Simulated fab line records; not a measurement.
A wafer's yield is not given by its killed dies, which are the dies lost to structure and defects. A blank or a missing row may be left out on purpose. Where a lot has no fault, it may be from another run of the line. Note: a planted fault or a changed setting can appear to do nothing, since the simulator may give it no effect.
fab line records + flow n5_finfet
record
- lots=5
- wafers=12
- last_day=18
route steps=1938 shown HKMG_FIN@409 BEOL_M4@1111 PASSIVATION@1936
lots that met no fault: from a run of the same line without faults
start_h: the number of hours between the record's first day and the start of the first shown wafer of the lot + wait_h: hours from the lot's prior step to this one + " unchanged from the row above + L1.1+2: a single row standing in for several wafers + - no value, or no start given + * or withheld: withheld + < > ~ a bound
route shown NAME@n: a module of which the file shows steps, and the number in the route of the first + usual: mean/standard deviation of fault-free wafers + same: alike in all rows + chamber/n: place in a boat + sites: readings site by site + _std_site: the standard deviation of these + _edge_site: inner sites' mean taken away from outer sites' mean + radius_mm: for every site, how far away it sits from the centre of the wafer + mask NAME#n: copy n + behind: the last tool/chamber to shape the wafer + hold: reason for holding the lot/hours on hold/outcome of the hold + device: which transistor (n, p or np) failed to switch + end of line: the same wafers' tests at the end of the route + a step with no rows: only its recipe + killed: dies lost to structure and defects at the first sort, not the wafer's yield + map: shows each die of a wafer: x if killed, . if not, _ if none is there
set.NAME: the setting the step ran with; set.NAME@STEP: the setting that earlier step ran with + model.NAME: the simulator's own value behind a step, which no gauge read
a table for each step, a row for each wafer; lots at some steps of the route
## steps
# step N5_HKMG_FIN_STRIP_60
# recipe
- chemistry=N2/H2
- power_w=2500
- temp_c=300
- h2_frac=0.65
- time_s=360
- pressure_mtorr=withheld
- n2_flow_sccm=1750
- h2_flow_sccm=3250
# step N5_HKMG_FIN_WET_ETCH_77
# recipe
- chemistry=dHCl
- mix=1:10000
- temp_c=25
- target=La2O3
- stop_on=HfO2
- target_depth_nm=2
# step N5_HKMG_FIN_WET_ETCH_78
# recipe
- chemistry=dNH4OH
- mix=1:50
- temp_c=25
- target=Al2O3
- stop_on=La2O3
- target_depth_nm=4.5
- dry=ipa_marangoni
- rinse_time_s=30
- rinse_temp_c=23
# step N5_HKMG_FIN_ALD_79
# recipe
- material=TiN
- target_thk_a=15
- temp_c=400
- ald_precursor_family=TiCl4
- ald_co_reactant=NH3
- pulse_time_s=1
- purge_time_s=3
- co_reactant_purge_time_s=2
- co_reactant_pulse_time_s=2
- ald_cycles=68
- pressure_torr=3
# step N5_HKMG_FIN_CVD_62
# recipe
- material=a-Si
- target_thk_a=30
- temp_c=500
- precursor=Si2H6
- pressure_torr=1
- time_s=20.8
# step N5_HKMG_FIN_RTA_80
# recipe
- temp_c=withheld
- time_s=2
- ambient=N2
- idle_temp_c=600
- ramp_up_c_per_s=150
- ramp_down_c_per_s=60
- cool_to_c=600
# step N5_HKMG_FIN_PRECLEAN_64
# recipe
- chemistry=dHF
- time_s=30
- temp_c=25
- dilution=withheld
# step N5_HKMG_FIN_WET_ETCH_65
# recipe
- chemistry=TMAH
- temp_c=70
- conc_wt_pct=5
- target=a-Si
- stop_on=TiN
- time_s=49
- target_depth_nm=3
# step N5_HKMG_FIN_WET_ETCH_81
# recipe
- chemistry=SC1
- target=TiN
- stop_on=HfO2
- mix=1:1:5
- temp_c=60
- time_s=57
- target_depth_nm=6
# step N5_HKMG_FIN_WET_ETCH_82
# recipe
- chemistry=dHCl
- mix=1:10000
- temp_c=25
- target=La2O3
- stop_on=HfO2
- target_depth_nm=2
- dry=ipa_marangoni
- rinse_time_s=30
- rinse_temp_c=23
# step N5_HKMG_FIN_ALD_36
# recipe
- material=TiN
- target_thk_a=10
- temp_c=400
- ald_precursor_family=TiCl4
- ald_co_reactant=NH3
- pulse_time_s=1
- purge_time_s=3
- co_reactant_purge_time_s=2
- co_reactant_pulse_time_s=2
- ald_cycles=47
- pressure_torr=3
# step N5_HKMG_FIN_PWFM_ALD_03
# recipe
- material=TiN
- target_thk_a=20
- temp_c=400
- ald_precursor_family=TiCl4
- ald_co_reactant=NH3
- pulse_time_s=1
- purge_time_s=3
- co_reactant_purge_time_s=2
- co_reactant_pulse_time_s=2
- ald_cycles=91
- pressure_torr=3
# usual
- ald_cycles=91/0
- heater_power_w=908/110
- precursor_pulse_height_rel=0.999/0.021
| lot.wafer | tool         | chamber | start_h | wait_h | ald_cycles | heater_power_w | precursor_pulse_height_rel | model.TiN_of_HKMG_FIN_PWFM_ALD_03.thk_nm |
|-----------|--------------|---------|---------|--------|------------|----------------|----------------------------|------------------------------------------|
| L282.3    | ald_metal-04 | 3       | 159.12  | 0.0    | 91         | 1083           | 1.006                      | 2                                        |
| L282.5    | "            | 0       | "       | "      | 91         | 921            | 1.001                      | 2                                        |
| L282.6    | "            | 3       | "       | "      | 91         | 1116           | 1.017                      | 2                                        |
| L285.3    | ald_metal-04 | 2       | 178.77  | 0.0    | 57         | 933            | 0.969                      | 1.2                                      |
| L285.6    | "            | 1       | "       | "      | 91         | 953            | 0.996                      | 2                                        |
| L286.1    | ald_metal-04 | 3       | 186.43  | 0.0    | 57         | 1086           | 0.972                      | 1.2                                      |
| L286.3    | "            | 2       | "       | "      | 57         | 916            | 1.037                      | 1.2                                      |
| L287.1    | ald_metal-04 | 0       | 189.41  | 0.0    | 57         | 974            | 1.047                      | 1.2                                      |
| L287.6    | "            | 3       | "       | "      | 91         | 1099           | 0.966                      | 2                                        |
| L291.2    | ald_metal-01 | 3       | 210.01  | 0.0    | 91         | 727            | 1.004                      | 2                                        |
| L291.4    | "            | 2       | "       | "      | 91         | 893            | 1.000                      | 2                                        |
| L291.6    | "            | 1       | "       | "      | 91         | 1110           | 1.003                      | 2                                        |
# step N5_HKMG_FIN_COAT_29
# recipe
- resist=SOC
- temp_c=250
- time_s=60
- spin_rpm=1500
- resist_thk_nm=300
# step N5_HKMG_FIN_COAT_30
# recipe
- resist=SiARC
- temp_c=220
- time_s=60
- spin_rpm=1500
- resist_thk_nm=35
# step N5_HKMG_FIN_COAT_06
# recipe
- resist=CAR-ArF
- spin_rpm=1500
- resist_thk_nm=90
# step N5_HKMG_FIN_EBR_08
# recipe
- solvent=PGMEA
- ebr_width_mm=1.5
# step N5_HKMG_FIN_SOFTBAKE_07
# recipe
- temp_c=110
- time_s=60
- resist=CAR-ArF
# step N5_HKMG_FIN_EXPOSE_09
# recipe
- mask_id=NWFM
- na=1.35
- source_shape=conventional
- sigma_outer=0.8
- polarization=unpolarized
- dose_mj=39.25
# step N5_HKMG_FIN_PEB_10
# recipe
- peb_temp_c=withheld
- peb_time_s=60
- resist=CAR-ArF
# step N5_HKMG_FIN_DEVELOP_11
# recipe
- develop_time_s=30
- developer=TMAH
- resist=CAR-ArF
- dev_temp_c=23
- rinse_liquid=diw
- dry=air_spin
# step N5_HKMG_FIN_DESCUM_17
# recipe
- chemistry=O2
- time_s=7.9
- source_power_w=50
- bias_power_w=20
- pressure_mtorr=20
- rf_frequency_hz=2.712e+07
- temp_c=40
- resist=CAR-ArF
- o2_flow_sccm=225
# step N5_HKMG_FIN_ETCH_31
# recipe
- chemistry=CF4
- target=SiARC
- target_depth_a=455
- mask_material=CAR-ArF
- time_s=75.8
- ion_energy_ev=80
- pressure_mtorr=40
- source_w=545
- bias_w=36
- Ar_flow_sccm=100
- cf4_flow_sccm=100
- ends=cleared
# step N5_HKMG_FIN_ETCH_32
# recipe
- chemistry=N2/H2
- target=SOC
- target_depth_a=2400
- temp_c=40
- time_s=300
- ion_energy_ev=200
- mask_material=SiARC
- pressure_mtorr=30
- source_w=840
- bias_w=150
- n2_flow_sccm=200
- h2_flow_sccm=200
# step N5_HKMG_FIN_STRIP_33
# recipe
- chemistry=N2/H2
- temp_c=40
- n2_flow_sccm=200
- h2_flow_sccm=200
- rf_frequency_hz=6e+07
# step N5_HKMG_FIN_STRIP_34
# recipe
- chemistry=CF4
- resist=SiARC
- power_w=300
- bias_power_w=75
- pressure_mtorr=50
- cf4_flow_sccm=150
- rf_frequency_hz=6e+07
# step N5_HKMG_FIN_ETCH_35
# recipe
- chemistry=N2/H2
- target=SOC
- target_depth_a=2158
- ion_energy_ev=65
- bias_w=5
- source_w=3000
- time_s=243.4
- pressure_mtorr=30
- n2_flow_sccm=200
- h2_flow_sccm=200
# step N5_HKMG_FIN_STRIP_92
# recipe
- chemistry=N2/H2
- material=SOC
- time_s=20
- power_w=500
- temp_c=40
- pressure_mtorr=50
- rf_frequency_hz=6e+07
- bias_power_w=8
- h2_frac=0.5
- n2_flow_sccm=300
- h2_flow_sccm=300
# step N5_HKMG_FIN_WET_ETCH_18
# recipe
- chemistry=SC1
- target=TiN
- mix=1:1:5
- temp_c=*
- time_s=55
- target_depth_nm=5.2
- dry=ipa_marangoni
- rinse_time_s=30
- rinse_temp_c=23
# step N5_HKMG_FIN_STRIP_19
# recipe
- chemistry=N2/H2
- power_w=2500
- temp_c=300
- h2_frac=0.65
- time_s=360
- pressure_mtorr=withheld
- n2_flow_sccm=1750
- h2_flow_sccm=3250
# step N5_HKMG_FIN_ALD_91
# recipe
- material=TiN
- target_thk_a=10
- temp_c=400
- ald_precursor_family=TiCl4
- ald_co_reactant=NH3
- pulse_time_s=1
- purge_time_s=3
- co_reactant_purge_time_s=2
- co_reactant_pulse_time_s=2
- ald_cycles=47
- pressure_torr=3
# step N5_HKMG_FIN_COAT_85
# recipe
- resist=SOC
- temp_c=250
- time_s=60
- spin_rpm=1500
- resist_thk_nm=300
# step N5_HKMG_FIN_ETCH_86
# recipe
- chemistry=N2/H2
- target=SOC
- target_depth_a=3932
- stop_on=TiN
- ion_energy_ev=100
- bias_w=61
- pressure_mtorr=30
- source_w=850
- n2_flow_sccm=200
- h2_flow_sccm=200
# step N5_HKMG_FIN_STRIP_89
# recipe
- chemistry=N2/H2
- material=SOC
- time_s=20
- power_w=500
- temp_c=40
- pressure_mtorr=50
- rf_frequency_hz=6e+07
- bias_power_w=8
- h2_frac=0.5
- n2_flow_sccm=300
- h2_flow_sccm=300
# step N5_HKMG_FIN_WET_ETCH_87
# recipe
- chemistry=SC1
- target=TiN
- mix=1:2:40
- temp_c=50
- time_s=154.2
- target_depth_nm=4.7
- dry=ipa_marangoni
- rinse_time_s=30
- rinse_temp_c=23
# step N5_HKMG_FIN_STRIP_88
# recipe
- chemistry=N2/H2
- power_w=2500
- temp_c=300
- h2_frac=0.65
- time_s=360
- pressure_mtorr=withheld
- n2_flow_sccm=1750
- h2_flow_sccm=3250
# step N5_HKMG_FIN_NWFM_ALD_20
# recipe
- material=TiAlC
- target_thk_a=20
- temp_c=300
- ald_precursor_family=TiCl4
- ald_co_reactant=TEA
- pulse_time_s=3
- purge_time_s=2
- co_reactant_purge_time_s=2
- co_reactant_pulse_time_s=10
- ald_cycles=7
- pressure_torr=3
# step N5_HKMG_FIN_ALD_71
# recipe
- material=TiN
- target_thk_a=10
- temp_c=400
- ald_precursor_family=TiCl4
- ald_co_reactant=NH3
- pulse_time_s=1
- purge_time_s=3
- co_reactant_purge_time_s=2
- co_reactant_pulse_time_s=2
- ald_cycles=47
- pressure_torr=3
# step N5_HKMG_FIN_COAT_66
# recipe
- resist=SOC
- temp_c=250
- time_s=60
- spin_rpm=1500
- resist_thk_nm=300
# step N5_BEOL_M4_RC_MEAS_101
# usual
- DIBL_N=36.4/1.2
- DIBL_P=36.1/1.6
- IOFF_N=0.156/0.024
- IOFF_P=0.21/0.031
- IOFF_P_85C=3.6/0.44
- IOFF_P_LIN=0.098/0.012
- IOFF_P_LONG=0.000105/8.9e-06
- ION_N=674/11
- ION_P=463/6.9
- SS_N=71.5/0.5
- SS_P=73.2/0.55
- VT_N=250.0/2.9
- VT_P=-250/3.6
- VT_P_LONG=-276/3.2
- VT_P_LVT=-99.2/2.6
| lot.wafer | tool      | chamber | start_h | wait_h | DIBL_N[mV/V] | DIBL_P[mV/V] | IOFF_N[nA/um] | IOFF_P[nA/um] | IOFF_P_85C[nA/um] | IOFF_P_LIN[nA/um] | IOFF_P_LONG[nA/um] | ION_N[uA/um] | ION_P[uA/um] | SS_N[mV/dec] | SS_P[mV/dec] | VT_N[mV] | VT_P[mV] | VT_P_LONG[mV] | VT_P_LVT[mV] |
|-----------|-----------|---------|---------|--------|--------------|--------------|---------------|---------------|-------------------|-------------------|--------------------|--------------|--------------|--------------|--------------|----------|----------|---------------|--------------|
| L282.3    | prober-02 | 0       | 244.21  | 0.3    | 36.5         | 35.6         | 0.168         | 0.19          | 3.4               | 0.091             | 9.6e-05            | 685          | 453          | 71.2         | 73.4         | 250.4    | -253     | -278          | -100.1       |
| L282.5    | "         | 0       | "       | "      | 35.4         | 34.0         | 0.138         | 0.17          | 3.0               | 0.080             | 9.5e-05            | 663          | 452          | 71.2         | 72.5         | 250.0    | -255     | -281          | -103.0       |
| L282.6    | "         | 0       | "       | "      | 36.7         | 35.7         | 0.170         | 0.19          | 3.4               | 0.091             | 9.2e-05            | 685          | 460          | 71.6         | 73.4         | 247.7    | -253     | -282          | -99.3        |
| L285.3    | prober-01 | 0       | 258.30  | 0.3    | 36.6         | 36.5         | 0.153         | 0.07          | 1.5               | 0.033             | 6.4e-05            | 660          | 410          | 71.4         | 72.7         | 250.6    | -281     | -306          | -129.9       |
| L285.6    | "         | 0       | "       | "      | 35.4         | 34.3         | 0.129         | 0.20          | 3.4               | 0.095             | 0.000115           | 659          | 458          | 70.5         | 72.4         | 256.2    | -253     | -276          | -101.2       |
| L287.1    | prober-01 | 0       | 276.79  | 0.0    | 37.9         | 36.7         | 0.178         | 0.08          | 1.6               | 0.036             | 7e-05              | 684          | 420          | 72.1         | 74.2         | 249.4    | -279     | -305          | -127.5       |
| L287.6    | "         | 0       | "       | "      | 36.7         | 35.3         | 0.153         | 0.23          | 4.0               | 0.110             | 0.000111           | 662          | 464          | 71.7         | 73.0         | 249.8    | -246     | -273          | -95.4        |
| L286.1    | prober-01 | 0       | 282.70  | 0.0    | 36.6         | 38.1         | 0.148         | 0.06          | 1.3               | 0.030             | 5.2e-05            | 665          | 407          | 71.4         | 72.9         | 254.3    | -285     | -311          | -135.2       |
| L286.3    | "         | 0       | "       | "      | 35.0         | 36.6         | 0.127         | 0.06          | 1.2               | 0.029             | 5.9e-05            | 663          | 410          | 71.2         | 73.0         | 254.5    | -285     | -310          | -133.7       |
| L291.2    | prober-01 | 0       | 314.90  | 0.2    | 37.0         | 36.9         | 0.183         | 0.20          | 3.5               | 0.093             | 9.6e-05            | 695          | 463          | 72.7         | 73.8         | 246.0    | -251     | -279          | -100.5       |
| L291.4    | "         | 0       | "       | "      | 36.7         | 36.2         | 0.167         | 0.18          | 3.3               | 0.089             | 9.5e-05            | 680          | 458          | 71.1         | 73.9         | 249.4    | -254     | -277          | -102.1       |
| L291.6    | "         | 0       | "       | "      | 35.6         | 35.2         | 0.154         | 0.17          | 3.1               | 0.085             | 9.4e-05            | 679          | 457          | 72.1         | 73.0         | 247.6    | -254     | -279          | -102.3       |
# step N5_PASSIVATION_PROBE_49
# usual
- defect_limited_yield=91.4/1.5
- killed_at_M0_to_M3=31/11
- killed_at_M4_up=13/5.5
- killed_at_contacts=13/6.3
- killed_at_front_end=40/13
- killed_at_other=3.3/2.6
- killed_dies=101/18
- killed_open=67/13
- killed_short=33/7.9
- sort_bin_5_function=5.1/1
- sort_bin_6_memory=3.2/0.68
- sort_bin_8_speed=0/0
- sort_n_pass=1079/18
- sort_yield_pct=91.4/1.5
# same
- gross_dies=1180
- killed_at_back_side=0
- sort_bin_4_leakage[%]=0
| lot.wafer | tool      | chamber | start_h | wait_h | defect_limited_yield[%] | killed_at_M0_to_M3 | killed_at_M4_up | killed_at_contacts | killed_at_front_end | killed_at_other | killed_dies | killed_open | killed_short | sort_bin_5_function[%] | sort_bin_6_memory[%] | sort_bin_8_speed[%] | sort_n_pass | sort_yield_pct[%] |
|-----------|-----------|---------|---------|--------|-------------------------|--------------------|-----------------|--------------------|---------------------|-----------------|-------------|-------------|--------------|------------------------|----------------------|---------------------|-------------|-------------------|
| L282.3    | prober-02 | -       | 351.51  | 0.1    | 93.9                    | 18                 | 16              | 7                  | 29                  | 2               | 72          | 49          | 23           | 3.5                    | 2.3                  | 0                   | 1108        | 93.9              |
| L282.5    | prober-02 | -       | 351.61  | 0.2    | 93.6                    | 26                 | 11              | 4                  | 32                  | 3               | 76          | 40          | 35           | 3.3                    | 2.6                  | 0                   | 1104        | 93.6              |
| L282.6    | prober-02 | -       | 351.66  | 0.3    | 91.9                    | 25                 | 17              | 14                 | 36                  | 3               | 95          | 63          | 31           | 4.0                    | 3.8                  | 0                   | 1085        | 91.9              |
| L285.3    | prober-02 | -       | 356.38  | 0.1    | 90.6                    | 31                 | 11              | 12                 | 56                  | 1               | 111         | 73          | 38           | 5.5                    | 3.5                  | 90.17               | 5           | 0.4               |
| L285.6    | prober-02 | -       | 356.53  | 0.3    | 91.3                    | 22                 | 18              | 24                 | 37                  | 2               | 103         | 63          | 39           | 5.0                    | 3.6                  | 0                   | 1077        | 91.3              |
| L287.1    | prober-02 | -       | 370.03  | 0.0    | 93.1                    | 8                  | 17              | 14                 | 38                  | 5               | 82          | 69          | 12           | 3.8                    | 3.1                  | 81.78               | 133         | 11.3              |
| L287.6    | prober-02 | -       | 370.28  | 0.3    | 93.8                    | 14                 | 15              | 19                 | 22                  | 3               | 73          | 48          | 24           | 3.2                    | 2.9                  | 0                   | 1107        | 93.8              |
| L286.1    | prober-01 | -       | 379.74  | 0.0    | 91.5                    | 39                 | 7               | 11                 | 40                  | 3               | 100         | 65          | 34           | 5.0                    | 3.4                  | 91.27               | 3           | 0.3               |
| L286.3    | prober-01 | -       | 379.84  | 0.1    | 91.3                    | 29                 | 4               | 10                 | 45                  | 15              | 103         | 65          | 36           | 4.7                    | 3.7                  | 90.68               | 7           | 0.6               |
| L291.2    | prober-02 | -       | 422.38  | 0.1    | 89.3                    | 35                 | 5               | 4                  | 78                  | 4               | 126         | 86          | 40           | 6.4                    | 3.7                  | 0                   | 1054        | 89.3              |
| L291.4    | prober-02 | -       | 422.48  | 0.2    | 91.7                    | 28                 | 16              | 12                 | 41                  | 1               | 98          | 68          | 29           | 3.9                    | 3.6                  | 0                   | 1082        | 91.7              |
| L291.6    | prober-02 | -       | 422.58  | 0.3    | 94.2                    | 28                 | 7               | 13                 | 18                  | 3               | 69          | 40          | 29           | 3.1                    | 2.5                  | 0                   | 1111        | 94.2              |
# killed by level:class
L282.3 FIN_SAQP:geometric_particle:open=6 BEOL_M2:geometric_particle:open=6 MOL_CONTACT_COAG:geometric_particle:open=5 BEOL_M1:geometric_particle:open=5 DUMMY_GATE:geometric_particle:open=4 BEOL_M0_SAQP:geometric_particle:short=4 BEOL_M6:geometric_particle:open=4 DUMMY_GATE:geometric_particle:short=3
L282.5 FIN_SAQP:geometric_particle:short=9 BEOL_M1:geometric_particle:short=5 BEOL_M1:geometric_particle:open=5 STARTING-WAFER:geometric_particle:short=5 FIN_SAQP:geometric_particle:open=4 MOL_CONTACT_COAG:geometric_particle:open=4 BEOL_M3:geometric_particle:open=4 BEOL_M0_SAQP:geometric_particle:open=4
L282.6 MOL_CONTACT_COAG:geometric_particle:open=13 GATE_CUT:geometric_particle:short=10 FIN_SAQP:geometric_particle:open=8 BEOL_M8:geometric_particle:open=6 FIN_SAQP:geometric_particle:short=5 BEOL_M2:geometric_particle:open=5 BEOL_M4:geometric_particle:open=4 DUMMY_GATE:geometric_particle:open=4
L285.3 FIN_SAQP:geometric_particle:open=17 STI_FIN_REVEAL:geometric_particle:open=15 FIN_SAQP:geometric_particle:short=12 MOL_CONTACT_COAG:geometric_particle:open=10 BEOL_M1:geometric_particle:open=7 BEOL_M0_SAQP:geometric_particle:open=5 BEOL_M0_SAQP:geometric_particle:short=4 BEOL_M2:geometric_particle:open=4
L285.6 MOL_CONTACT_COAG:geometric_particle:open=20 BEOL_M4:geometric_particle:open=11 FIN_SAQP:geometric_particle:short=9 FIN_SAQP:geometric_particle:open=8 BEOL_M0_SAQP:geometric_particle:open=8 STI_FIN_REVEAL:geometric_particle:open=6 BEOL_M0_SAQP:geometric_particle:short=6 GATE_CUT:geometric_particle:short=5
L287.1 MOL_CONTACT_COAG:geometric_particle:open=12 FIN_SAQP:geometric_particle:open=10 BEOL_M4:geometric_particle:open=9 STI_FIN_REVEAL:geometric_particle:open=7 STARTING-WAFER:geometric_particle:open=5 ILD0:geometric_particle:open=4 BEOL_M7:geometric_particle:open=4 BEOL_M0:geometric_particle:open=3
L287.6 MOL_CONTACT_COAG:geometric_particle:open=16 STI_FIN_REVEAL:geometric_particle:open=7 BEOL_M4:geometric_particle:open=5 BEOL_M0:geometric_particle:short=4 BEOL_M2:geometric_particle:open=4 MOL_CONTACT_COAG:geometric_particle:short=3 BEOL_M0_SAQP:geometric_particle:short=3 BEOL_M6:geometric_particle:open=3
L286.1 BEOL_M3:geometric_particle:open=17 FIN_SAQP:geometric_particle:open=9 MOL_CONTACT_COAG:geometric_particle:open=9 BEOL_M2:geometric_particle:open=6 STI_FIN_REVEAL:geometric_particle:open=5 GATE_CUT:geometric_particle:short=5 BEOL_M3:geometric_particle:short=5 STARTING-WAFER:geometric_particle:open=5
L286.3 FIN_SAQP:geometric_particle:open=13 BEOL_M3:geometric_particle:open=13 MOL_CONTACT_COAG:geometric_particle:open=9 FIN_SAQP:geometric_particle:short=6 STI_FIN_REVEAL:geometric_particle:open=6 PASS1_CAP:geometric_particle:short=6 BEOL_M0_SAQP:geometric_particle:short=5 PASS1_CAP:geometric_particle:open=4
L291.2 FIN_SAQP:geometric_particle:open=24 STI_FIN_REVEAL:geometric_particle:open=20 FIN_SAQP:geometric_particle:short=18 BEOL_M0_SAQP:geometric_particle:short=8 BEOL_M3:geometric_particle:open=7 BEOL_M2:geometric_particle:open=7 DUMMY_GATE:geometric_particle:open=7 BEOL_M0_SAQP:geometric_particle:open=6
L291.4 FIN_SAQP:geometric_particle:open=14 MOL_CONTACT_COAG:geometric_particle:open=9 FIN_SAQP:geometric_particle:short=8 BEOL_M4:geometric_particle:open=7 GATE_CUT:geometric_particle:short=6 BEOL_M1:geometric_particle:open=6 STI_FIN_REVEAL:geometric_particle:open=5 BEOL_M2:geometric_particle:open=5
L291.6 MOL_CONTACT_COAG:geometric_particle:open=11 BEOL_M0_SAQP:geometric_particle:short=7 STARTING-WAFER:geometric_particle:short=6 BEOL_M0_SAQP:geometric_particle:open=5 BEOL_M1:geometric_particle:open=5 BEOL_M3:geometric_particle:open=4 BEOL_M3:geometric_particle:short=4 STI_FIN_REVEAL:geometric_particle:open=3
# map L285.3 (x killed, . not)
_________________.........xx.________________
______________......x......x...._____________
___________............x...........__________
__________....x....x..........x...x._________
________.........................x.x.._______
_______......x..x....xx...x.....x......______
______............x.......x.x..........._____
_____................x.....x....x........____
____x......x.........x......x.........x...___
___..x......x...................x.x........__
___........x............x.x..x......x......__
__.....x....x................xx......x......_
__......x.........x..x......................_
_.x......x...........x..................xx...
_..............x...................x......x..
_.................x..............x........xx.
_..x.......................x.......x.........
_.....................................x......
_..........x........x...............xx.......
_........................x......xx...........
_x......x.............................x....x.
__.......x.....x..x...............x...x....._
__.........x...x.......x.x...............x.._
___...x....x.x...x.........................__
___...............x....x...........x.......__
____x...........................x.......x.___
_____.x..........................x.x.x...____
______...........................x......_____
_______...x.....x.......xx...........xx______
________.............................._______
__________..x...........x..........._________
___________..............x....xx...__________
______________.xx..............._____________
_________________...x........________________
# map L286.3 (x killed, . not)
_________________x.....x.....________________
______________.......x.........._____________
___________...x.....x.........xx.x.__________
__________....x.x...........x..x...._________
________.............................._______
_______.x.............................x______
______.x........x...x...........x.x....._____
_____......................x.........x...____
____....................x.....x......x....___
___.............x..........................__
___.................x......xx..............__
__......x.........x........x.....x..xx.....x_
__........................x................._
_....x.......x......x..x.x................x..
_.x.........x.....x..x.x....x.........x......
_........x...................................
_.x................x.......x..x...........x..
_.................x.....xx..x................
_......x.....x......x...x......x.............
_....x....x..x............x.......x.x.x......
_............................................
__......................x........x.....x...._
__......................x.....x...x..x....x._
___.....x............x.....................__
___................x..xx...................__
____........x..................x..........___
_____..................x..x..............____
______............................x....._____
_______........x......x..x...x.........______
________.....x.........x.............._______
__________....xx......x........x..x._________
___________....................x...__________
______________.................._____________
_________________.....x.....x________________
## key
first_sign
- step=N5_HKMG_FIN_PWFM_ALD_03
- reading=ald_cycles
- direction=down
- sigmas=99+
- usual=*
- struck=*
effect
- step=N5_BEOL_M4_RC_MEAS_101
- reading=VT_P_LVT
- direction=down
- sigmas=13
- usual=-99.2
- struck=-131.6
effect
- step=N5_BEOL_M4_RC_MEAS_101
- reading=VT_P_LONG
- direction=down
- sigmas=9.9
- usual=-276
- struck=-308
effect
- step=N5_BEOL_M4_RC_MEAS_101
- reading=VT_P
- direction=down
- sigmas=8.8
- usual=-250
- struck=-283
effect
- step=N5_BEOL_M4_RC_MEAS_101
- reading=ION_P
- direction=down
- sigmas=7.4
- usual=463
- struck=412
effect
- step=N5_BEOL_M4_RC_MEAS_101
- reading=IOFF_P_LIN
- direction=down
- sigmas=5.5
- usual=0.098
- struck=0.032
effect
- step=N5_BEOL_M4_RC_MEAS_101
- reading=IOFF_P_85C
- direction=down
- sigmas=5
- usual=3.6
- struck=1.4
effect
- step=N5_BEOL_M4_RC_MEAS_101
- reading=IOFF_P_LONG
- direction=down
- sigmas=4.9
- usual=0.000105
- struck=6.1e-05
effect
- step=N5_BEOL_M4_RC_MEAS_101
- reading=IOFF_P
- direction=down
- sigmas=4.5
- usual=0.21
- struck=0.07
effect
- step=N5_PASSIVATION_PROBE_49
- reading=sort_bin_8_speed
- direction=up
- sigmas=99+
- usual=0
- struck=88.47
model_effect
- step=N5_HKMG_FIN_PWFM_ALD_03
- value=TiN_of_HKMG_FIN_PWFM_ALD_03.thk_nm
- without=2
- struck=1.2
met_at N5_HKMG_FIN_PWFM_ALD_03
struck_wafers L285.3,L286.1,L286.3,L287.1
onset_between 159.12 178.77
fault
- kind=process_parameter_drift
- tool=ald_metal-04
- chamber=-
- onset_h=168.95
- steps=N5_HKMG_FIN_PWFM_ALD_03
- channel=ald_cycles
- offset=*
- shape=step
- end_h=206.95
- scope=struck_wafers_only
- acts_in=*
- stated=*
